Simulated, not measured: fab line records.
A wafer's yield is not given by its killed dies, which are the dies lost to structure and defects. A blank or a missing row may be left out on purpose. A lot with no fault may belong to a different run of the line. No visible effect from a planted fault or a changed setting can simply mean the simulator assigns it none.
Matching of chambers | flow nand harc | 3 sister chambers for NHARC_P_M1_PRE_CLEAN_32 on pecvd-01
The step time 12 s. 3 wafers are shown with their chamber, then 12 later ones without.

== WAFERS WITH THEIR CHAMBER ==
wafer  | chamber | heater power w (W)
L093.2 | 0       | 697
L093.4 | 2       | 504
L093.6 | 1       | 687

== WAFERS WITH NO CHAMBER GIVEN ==
wafer  | heater power w (W)
L094.1 | 518
L094.3 | 654
L094.4 | 712
L095.1 | 670
L095.3 | 576
L095.4 | 699
L096.1 | 621
L096.4 | 587
L096.6 | 702
L097.1 | 704
L097.2 | 706
L097.5 | 699

== WHICH CHAMBER EACH ONE RAN IN ==
wafer  | from the rows above          | in truth
L094.1 | 2                            | 2
L094.3 | can't be placed: 1 or 0      | 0
L094.4 | can't be placed: 0 or 1      | 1
L095.1 | can't be placed: 1 or 0      | 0
L095.3 | can't be placed: 2 or 1 or 0 | 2
L095.4 | can't be placed: 0 or 1      | 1
L096.1 | can't be placed: 1 or 0 or 2 | 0
L096.4 | can't be placed: 2 or 1 or 0 | 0
L096.6 | can't be placed: 0 or 1      | 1
L097.1 | can't be placed: 0 or 1      | 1
L097.2 | can't be placed: 0 or 1      | 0
L097.5 | can't be placed: 0 or 1      | 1
Placed correctly: 1 of 12. Not placeable from these rows: 11 (in 11, the candidates include the true chamber). 0 placed wrongly.
How it was worked out, from the rows above alone: a wafer's distance from a chamber is the root of the sum, over the readings, of the square of ((its reading less the chamber's mean) divided by the reading's scatter). The wafer belongs to the nearest chamber; if the next one is less than 2 further off, it can't be placed. Each chamber's mean is taken over the wafers shown for it. The scatter (one wafer shown for each chamber): square how far every hidden wafer sits from the nearest shown wafer, average those squares and take the square root.
